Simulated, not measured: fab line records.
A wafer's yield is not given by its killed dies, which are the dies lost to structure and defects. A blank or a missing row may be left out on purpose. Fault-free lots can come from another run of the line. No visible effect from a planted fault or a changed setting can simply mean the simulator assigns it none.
One fault through the eyes of 2 desks ; flow nand-harc ; only its own numbers are on each desk; what lay behind them is given at the end

== METROLOGY DESK ==
Means of the sampled wafers that have a number, per lot and without regard to the tool the lot ran on: this is what the gauges read. If a lot's mean is further than 4 standard deviations from the usual mean, the lot is out of limits and carries the mark OUT (the distance appears in the brackets).
Columns: A = cd-nm at NHARC_A_BONDPAD_CD_MEAS_13, usual 499.7 nm; B = thk-nm at NHARC_A_BONDPAD_THK_MEAS_20, usual 170.3 nm
lot;first seen here;A;B
L170;day 23 00:08;500.6;171.2
L172;day 23 17:11;500.0;170.7
L177;day 26 05:08;502.8;168.2
L171;day 26 09:00;497.8;171.1
L180;day 27 00:32;497.8;171.5
L185;day 29 04:56;499.0;29.7 (-99 or more) OUT
L184;day 29 14:43;499.4;30.3 (-99 or more) OUT
L188;day 29 16:32;498.8;169.6
L187;day 29 20:19;499.8;170.1
L189;day 30 17:19;499.3;171.3
L192;day 32 04:31;498.6;169.6
L190;day 32 08:41;499.3;170.3
L193;day 32 12:17;498.6;170.5
This desk's verdict: out of limits on L184, L185, starting with L185 at day 29 06:58 (thk-nm at NHARC_A_BONDPAD_THK_MEAS_20). Within limits: L170, L172, L177, L171, L180, L188, L187, L189, L192, L190, L193.

== DESK OF THE TOOL OWNER: ecd-cu-01 ==
The tool's own readings at NHARC_A_BONDPAD_ECD_18 (material Cu, target thk 400 nm): means of the sampled wafers that have a number, for each lot that ran on this tool. If a lot's mean is further than 4 standard deviations from the usual mean, the lot is out of limits and carries the mark OUT (the distance appears in the brackets).
Columns: A = bath-heat-duty-pct at NHARC_A_BONDPAD_ECD_18, usual 5.9 %; B = bath-temp-c at NHARC_A_BONDPAD_ECD_18, usual 25.00 C
lot;first seen here;A;B
L170;day 23 01:07;5.5;25.13
L193;day 32 13:19;6.5;24.94
This desk's verdict: no lot among the 2 shows anything out of limits.

== PUT TOGETHER ==
L184, L185 would have let the metrology desk raise an alarm at day 29 06:58.
The desk of the tool owner found nothing out of limits.
The tool owner's desk has no number on record for L184, L185.
The lots listed all ran NHARC_A_BONDPAD_ECD_18 on ecd-cu-01.

== WHAT THE SIMULATOR HAD INSERTED ==
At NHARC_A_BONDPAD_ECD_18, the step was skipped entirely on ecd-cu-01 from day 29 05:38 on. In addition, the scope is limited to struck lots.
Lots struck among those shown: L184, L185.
Delay in hours, fault start to first out-of-limits reading, per desk: metrology desk 1.
